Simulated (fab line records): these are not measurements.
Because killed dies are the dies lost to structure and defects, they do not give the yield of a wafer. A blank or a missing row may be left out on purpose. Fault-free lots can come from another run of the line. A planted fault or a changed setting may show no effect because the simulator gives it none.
Chamber matching || flow n5-finfet || N5_BEOL_M9_CMP_52 on cmp-03 has 4 sister chambers
The step polishes, stops on SiCOH lowk, t overpolish 7 s, target thk 140 nm. 4 wafers are shown with their chamber, then 7 later ones without.

== WAFERS PAIRED WITH THEIR CHAMBERS ==
{"wafer": "L376.1", "chamber": 3, "motor-current-A (A)": 6.2}
{"wafer": "L376.4", "chamber": 0, "motor-current-A (A)": 5.6}
{"wafer": "L373.1", "chamber": 2, "motor-current-A (A)": 5.5}
{"wafer": "L373.2", "chamber": 1, "motor-current-A (A)": 7.2}

== WAFERS WITHOUT THEIR CHAMBER ==
{"wafer": "L373.4", "motor-current-A (A)": 5.8}
{"wafer": "L382.1", "motor-current-A (A)": 6.0}
{"wafer": "L382.5", "motor-current-A (A)": 5.5}
{"wafer": "L382.6", "motor-current-A (A)": 6.5}
{"wafer": "L384.2", "motor-current-A (A)": 6.2}
{"wafer": "L384.3", "motor-current-A (A)": 5.3}
{"wafer": "L384.6", "motor-current-A (A)": 5.6}

== CHAMBER TAKEN BY EACH ==
{"wafer": "L373.4", "from the rows above": "can't be placed: 0 or 2 or 3", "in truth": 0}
{"wafer": "L382.1", "from the rows above": "can't be placed: 3 or 0 or 2", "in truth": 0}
{"wafer": "L382.5", "from the rows above": "can't be placed: 2 or 0", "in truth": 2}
{"wafer": "L382.6", "from the rows above": 3, "in truth": 3}
{"wafer": "L384.2", "from the rows above": 3, "in truth": 3}
{"wafer": "L384.3", "from the rows above": "can't be placed: 2 or 0", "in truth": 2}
{"wafer": "L384.6", "from the rows above": "can't be placed: 0 or 2", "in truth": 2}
Correct placement for 2 of the 7. Can't be placed from these rows: 5 (the true chamber is among the candidates in 5). Wrongly placed: 0.
How it was worked out, from the rows above alone: a wafer's distance from a chamber is the root of the sum, over the readings, of the square of ((its reading less the chamber's mean) divided by the reading's scatter). If the next closest chamber is less than 2 further off than the closest, the wafer can't be placed; otherwise it belongs to the closest. For every chamber, the mean is computed from those of its wafers that are shown. The scatter (one wafer shown for each chamber): square how far every hidden wafer sits from the nearest shown wafer, average those squares and take the square root.
